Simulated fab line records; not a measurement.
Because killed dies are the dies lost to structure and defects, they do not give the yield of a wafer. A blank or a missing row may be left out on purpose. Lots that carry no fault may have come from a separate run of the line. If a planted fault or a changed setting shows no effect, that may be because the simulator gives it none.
The tool behind it: which one?	flow nandHarc	24 lots with 72 wafers sampled at 5 steps, on a route of 1159 steps

== WHAT THE GAUGES SHOWED, per wafer ==
NHARC_P_M0_OVL_MEAS_10: pitch 180 nm. Usual: overlayXNm 0.0 nm, standard deviation 1; overlayYNm 0.1 nm, standard deviation 0.88.
lot	measured	on	overlayXNm (nm)	overlayYNm (nm)	flag
L074	day 6 04:26	overlay-02	0.3 0.6 0.1	0.0 -0.5 -0.2	
L075	day 6 10:38	overlay-01	-1.5 -1.3 -1.6	0.6 0.7 0.7	
L076	day 6 11:10	overlay-01	0.6 0.1 0.6	0.0 1.0 0.4	
L077	day 6 21:35	overlay-02	1.4 1.5 1.3	0.0 -0.2 -0.4	
L078	day 6 22:09	overlay-01	0.6 0.7 1.0	2.4 1.4 1.2	
L080	day 7 03:03	overlay-01	0.4 0.8 0.9	-1.2 -0.3 -1.0	
L079	day 7 03:27	overlay-02	-0.9 -1.1 -1.1	1.3 1.0 1.2	
L081	day 7 19:56	overlay-01	1.8 1.7 1.9	2.0 1.6 1.4	
L082	day 7 22:37	overlay-01	0.1 0.1 -0.2	-0.1 -0.2 0.6	
L083	day 7 23:29	overlay-02	0.6 1.0 0.2	-0.1 0.8 0.5	
L084	day 8 12:52	overlay-01	-2.3 -1.0 -1.5	0.5 0.2 -0.4	
L085	day 8 14:09	overlay-01	1.6 1.0 1.9	-1.5 -1.5 -1.7	
L087	day 8 23:44	overlay-02	-2.4 -1.7 -1.5	0.3 0.4 0.3	
L086	day 9 06:03	overlay-02	-1.2 -0.4 -0.5	0.7 1.1 0.6	
L088	day 9 14:05	overlay-02	0.3 0.5 0.0	-0.3 -0.2 0.1	
L089	day 9 16:42	overlay-01	-0.2 0.4 0.2	0.8 0.8 0.9	
L090	day 10 01:55	overlay-02	0.0 -0.4 -0.3	-0.9 -1.5 -0.9	
L092	day 10 02:03	overlay-01	0.7 1.2 1.1	-0.9 -0.7 -1.0	
L091	day 10 02:34	overlay-02	-0.5 -0.2 -0.5	-1.3 -1.2 -1.4	
L094	day 10 13:14	overlay-02	1.0 0.6 0.3	-0.2 0.6 0.0	
L093	day 10 14:32	overlay-01	-1.2 -0.7 -1.4	0.3 0.2 0.3	
L095	day 10 21:38	overlay-01	1.2 1.2 1.4	-0.1 0.0 -0.1	
L096	day 11 07:31	overlay-02	-0.2 -0.4 0.3	-1.1 -0.6 0.0	
L097	day 11 20:59	overlay-01	-1.0 -0.1 -0.4	0.8 1.2 0.6	

NHARC_P_M0_INSPECT_11. Usual: rawDefectCount reads 3.8 (standard deviation 2).
lot	measured	on	rawDefectCount	flag
L074	day 6 04:29	defectInspect-01	5 3 0	
L075	day 6 10:40	defectInspect-01	2 2 4	
L076	day 6 11:11	defectInspect-01	4 2 3	
L077	day 6 21:37	defectInspect-02	4 2 5	
L078	day 6 22:11	defectInspect-02	3 1 0	
L080	day 7 03:05	defectInspect-01	2 7 4	
L079	day 7 03:29	defectInspect-01	2 3 4	
L081	day 7 19:58	defectInspect-01	2 3 3	
L082	day 7 22:39	defectInspect-02	3 3 3	
L083	day 7 23:32	defectInspect-01	6 5 5	
L084	day 8 12:54	defectInspect-02	5 6 4	
L085	day 8 14:11	defectInspect-01	4 4 2	
L087	day 8 23:46	defectInspect-02	1 1 2	
L086	day 9 06:05	defectInspect-01	5 5 2	
L088	day 9 14:08	defectInspect-01	1 4 2	
L089	day 9 16:44	defectInspect-01	5 2 3	
L090	day 10 01:56	defectInspect-01	5 7 5	
L092	day 10 02:05	defectInspect-01	5 1 3	
L091	day 10 02:35	defectInspect-01	5 5 4	
L094	day 10 13:17	defectInspect-01	3 5 3	
L093	day 10 14:35	defectInspect-02	7 8 2	
L095	day 10 21:40	defectInspect-02	8 8 2	
L096	day 11 07:34	defectInspect-02	3 5 3	
L097	day 11 21:01	defectInspect-01	2 3 1	

NHARC_P_M1_INSPECT_27. Usual: rawDefectCount reads 306 (standard deviation 110).
lot	measured	on	rawDefectCount	flag
L074	day 6 11:32	defectInspect-01	470 470 640	
L075	day 6 17:25	defectInspect-01	216 246 233	
L076	day 6 17:50	defectInspect-01	408 368 564	
L077	day 7 04:24	defectInspect-01	247 431 345	
L078	day 7 04:54	defectInspect-01	476 279 216	
L080	day 7 10:10	defectInspect-02	397 207 257	
L079	day 7 10:22	defectInspect-01	236 475 233	
L081	day 8 03:02	defectInspect-02	305 602 435	
L082	day 8 05:56	defectInspect-01	418 115 271	
L083	day 8 06:50	defectInspect-01	140 310 204	
L084	day 8 20:46	defectInspect-02	508 477 350	
L085	day 8 21:43	defectInspect-01	385 356 319	
L087	day 9 06:47	defectInspect-01	297 209 245	
L086	day 9 13:04	defectInspect-01	212 301 242	
L088	day 9 20:52	defectInspect-01	192 290 336	
L089	day 9 23:31	defectInspect-01	231 476 363	
L090	day 10 08:38	defectInspect-01	310 294 251	
L092	day 10 09:40	defectInspect-02	313 355 320	
L091	day 10 10:11	defectInspect-01	274 294 293	
L094	day 10 20:24	defectInspect-02	417 427 374	
L093	day 10 21:52	defectInspect-01	290 344 275	
L095	day 11 04:36	defectInspect-01	234 309 329	
L096	day 11 14:11	defectInspect-02	112 289 202	
L097	day 12 04:11	defectInspect-01	467 206 263	

== WHICH TOOL RAN EACH LOT (tool, then ch and the chambers of the sampled wafers, then the start) ==
lot	NHARC_P_M1_STRIP_18	NHARC_P_M1_ETCH_28
L074	rieDiel-01 ch 2,3, day 6 09:16	rieDiel-01 ch 0,1,2, day 6 11:32 or earlier
L075	rieDiel-01 ch 1,2, day 6 15:11	rieDiel-01 ch 0,1,2, day 6 17:25 or earlier
L076	rieDiel-03 ch 1,3, day 6 15:37	rieDiel-03 ch 0,3, day 6 17:50 or earlier
L077	rieDiel-03 ch 0,3, day 7 02:11	rieDiel-03 ch 0,1,2, day 7 04:24 or earlier
L078	rieDiel-03 ch 0,1,3, day 7 02:46	rieDiel-03 ch 0,2,3, day 7 04:54 or earlier
L080	rieDiel-03 ch 0,3, day 7 07:38	rieDiel-03 ch 0,2, day 7 10:10 or earlier
L079	rieDiel-03 ch 1,3, day 7 08:09	rieDiel-03 ch 0,1, day 7 10:22 or earlier
L081	rieDiel-03 ch 0,1,2, day 8 00:35	rieDiel-03 ch 0,1,2, day 8 03:02 or earlier
L082	rieDiel-01 ch 0,1, day 8 03:40	rieDiel-01 ch 0,1,3, day 8 05:56 or earlier
L083	rieDiel-03 ch 0,3, day 8 04:31	rieDiel-03 ch 0,1, day 8 06:50 or earlier
L084	rieDiel-03 ch 0,1, day 8 18:34	rieDiel-03 ch 0,1,2, day 8 20:46 or earlier
L085	rieDiel-01 ch 1,2,3, day 8 19:29	rieDiel-01 ch 1,2,3, day 8 21:43 or earlier
L087	rieDiel-03 ch 0,3, day 9 04:17	rieDiel-03 ch 0,2,3, day 9 06:47 or earlier
L086	rieDiel-03 ch 0,1,2, day 9 10:51	rieDiel-03 ch 0,1,3, day 9 13:04 or earlier
L088	rieDiel-01 ch 0,2,3, day 9 18:40	rieDiel-01 ch 1,2,3, day 9 20:52 or earlier
L089	rieDiel-03 ch 1,3, day 9 21:19	rieDiel-03 ch 0,1,2, day 9 23:31 or earlier
L090	rieDiel-12 ch 0,2,3, day 10 06:25	rieDiel-12 ch 1,2,3, day 10 08:38 or earlier
L092	rieDiel-12 ch 1,2, day 10 07:24	rieDiel-12 ch 2,3, day 10 09:40 or earlier
L091	rieDiel-12 ch 0,3, day 10 07:58	rieDiel-12 ch 0,3, day 10 10:11 or earlier
L094	rieDiel-01 ch 0,1,3, day 10 17:47	rieDiel-01 ch 1,2,3, day 10 20:24 or earlier
L093	rieDiel-12 ch 1,3, day 10 19:11	rieDiel-12 ch 0,1,3, day 10 21:52 or earlier
L095	rieDiel-03 ch 0,1, day 11 02:23	rieDiel-03 ch 1,2, day 11 04:36 or earlier
L096	rieDiel-12 ch 0,2,3, day 11 12:02	rieDiel-12 ch 0,2, day 11 14:11 or earlier
L097	rieDiel-12 ch 0,2,3, day 12 02:01	rieDiel-12 ch 1,2,3, day 12 04:11 or earlier
- NHARC_P_M1_STRIP_18: strips in N2/H2.
- NHARC_P_M1_ETCH_28: etches the open film in CF4/N2, target depth 30 nm, time 72.99 s.

== AS READ BY THE TOOLS THEMSELVES (means over the sampled wafers that have a number; for cases with no such wafer, the mark the record gives instead) ==
NHARC_P_M1_STRIP_18. Usual: drypumpMotorCurrentA 5.7 A, standard deviation 0.44; oesProductAu 1.001 a.u., standard deviation 0.0095; rfVppV 90.9 V, standard deviation 0.95; showerheadPlenumPTorr 2.07 Torr, standard deviation 0.075; throttleValvePct 14.172 %, standard deviation 0.0084.
lot	tool	drypumpMotorCurrentA (A)	oesProductAu (a.u.)	rfVppV (V)	showerheadPlenumPTorr (Torr)	throttleValvePct (%)	flag
L074	rieDiel-01	5.9	0.996	90.6	1.98	14.169	
L075	rieDiel-01	6.0	1.007	90.8	2.11	14.171	
L076	rieDiel-03	5.6	1.013	90.8	2.04	14.166	
L077	rieDiel-03	5.2	1.003	90.8	2.06	14.168	
L078	rieDiel-03	5.5	1.011	90.6	2.05	14.170	
L080	rieDiel-03	5.3	1.002	91.0	2.07	14.177	
L079	rieDiel-03	5.7	1.007	90.3	2.04	14.171	
L081	rieDiel-03	5.9	0.997	90.9	2.09	14.170	
L082	rieDiel-01	6.0	0.994	90.9	2.12	14.173	
L083	rieDiel-03	5.2	1.011	90.6	2.06	14.169	
L084	rieDiel-03	5.7	1.007	90.8	2.06	14.169	
L085	rieDiel-01	6.0	0.990	90.7	2.04	14.177	
L087	rieDiel-03	5.3	1.010	90.6	2.07	14.175	
L086	rieDiel-03	5.9	0.992	91.4	2.09	14.167	
L088	rieDiel-01	6.0	0.998	91.0	2.08	14.171	
L089	rieDiel-03	5.6	1.004	91.5	2.04	14.171	
L090	rieDiel-12	5.5	1.001	90.3	2.07	14.173	
L092	rieDiel-12	6.1	0.998	90.7	2.01	14.164	
L091	rieDiel-12	5.1	1.000	91.2	2.11	14.176	
L094	rieDiel-01	6.0	0.997	90.7	2.05	14.170	
L093	rieDiel-12	5.7	1.000	90.8	2.04	14.169	
L095	rieDiel-03	5.7	0.997	90.5	2.05	14.165	
L096	rieDiel-12	5.5	0.999	91.7	2.07	14.174	
L097	rieDiel-12	5.5	1.008	90.9	2.07	14.168	

NHARC_P_M1_ETCH_28. Usual: cf4FlowSccm 49.99 sccm, standard deviation 0.15; drypumpMotorCurrentA 5.8 A, standard deviation 0.44; oesProductAu 1.003 a.u., standard deviation 0.0099; rfVppV 314.7 V, standard deviation 1.7; showerheadPlenumPTorr 2.67 Torr, standard deviation 0.089; throttleValvePct 19.795 %, standard deviation 0.0095.
lot	tool	cf4FlowSccm (sccm)	drypumpMotorCurrentA (A)	oesProductAu (a.u.)	rfVppV (V)	showerheadPlenumPTorr (Torr)	throttleValvePct (%)	flag
L074	rieDiel-01	50.11	6.0	0.993	316.1	2.76	19.799	
L075	rieDiel-01	50.07	6.1	0.991	316.7	2.76	19.789	
L076	rieDiel-03	49.92	5.3	1.007	314.5	2.66	19.802	
L077	rieDiel-03	49.81	5.9	0.992	314.6	2.69	19.799	
L078	rieDiel-03	49.95	5.6	1.003	315.5	2.70	19.793	
L080	rieDiel-03	49.83	6.0	0.987	316.0	2.75	19.805	
L079	rieDiel-03	49.99	5.8	1.017	313.1	2.63	19.789	
L081	rieDiel-03	49.95	5.9	1.005	314.9	2.69	19.805	
L082	rieDiel-01	50.03	6.0	0.999	314.5	2.65	19.785	
L083	rieDiel-03	50.01	5.8	0.998	314.3	2.63	19.798	
L084	rieDiel-03	49.92	5.9	1.010	315.0	2.69	19.788	
L085	rieDiel-01	49.97	6.0	0.996	314.8	2.63	19.795	
L087	rieDiel-03	50.10	5.6	1.009	314.9	2.70	19.798	
L086	rieDiel-03	50.12	5.5	1.008	314.1	2.64	19.793	
L088	rieDiel-01	49.96	6.0	1.004	314.1	2.63	19.792	
L089	rieDiel-03	49.97	5.9	1.002	315.4	2.69	19.806	
L090	rieDiel-12	49.81	5.9	1.005	314.0	2.60	19.790	
L092	rieDiel-12	49.94	6.0	1.001	313.4	2.60	19.798	
L091	rieDiel-12	50.07	5.3	1.005	315.2	2.67	19.791	
L094	rieDiel-01	49.98	5.9	1.006	314.9	2.63	19.803	
L093	rieDiel-12	50.00	5.5	1.004	314.7	2.65	19.795	
L095	rieDiel-03	50.03	6.1	1.004	315.5	2.67	19.797	
L096	rieDiel-12	50.03	5.3	0.998	315.3	2.69	19.791	
L097	rieDiel-12	50.01	5.9	1.003	313.3	2.60	19.801	

== THE ANSWER, worked out from the rows above alone ==
Rule: take the mean of a lot's wafers that have a number; if it is more than 3 standard deviations from the usual mean, the lot is off. Also off: a lot with no number at a reading for which 4 or more lots have one. Where the step has rows for the other lots, those lots are counted as sound. Order of review: gauges by route order, followed by the tools' own readings, for which a lot's mean as printed above is used. The first step at which some lot is off is used, and at that step the reading that is off furthest; a lot without a number counts as furthest.
No lot is off at any reading shown: from this, nothing can be told.

== WHAT HAD BEEN PUT IN BY THE SIMULATOR ==
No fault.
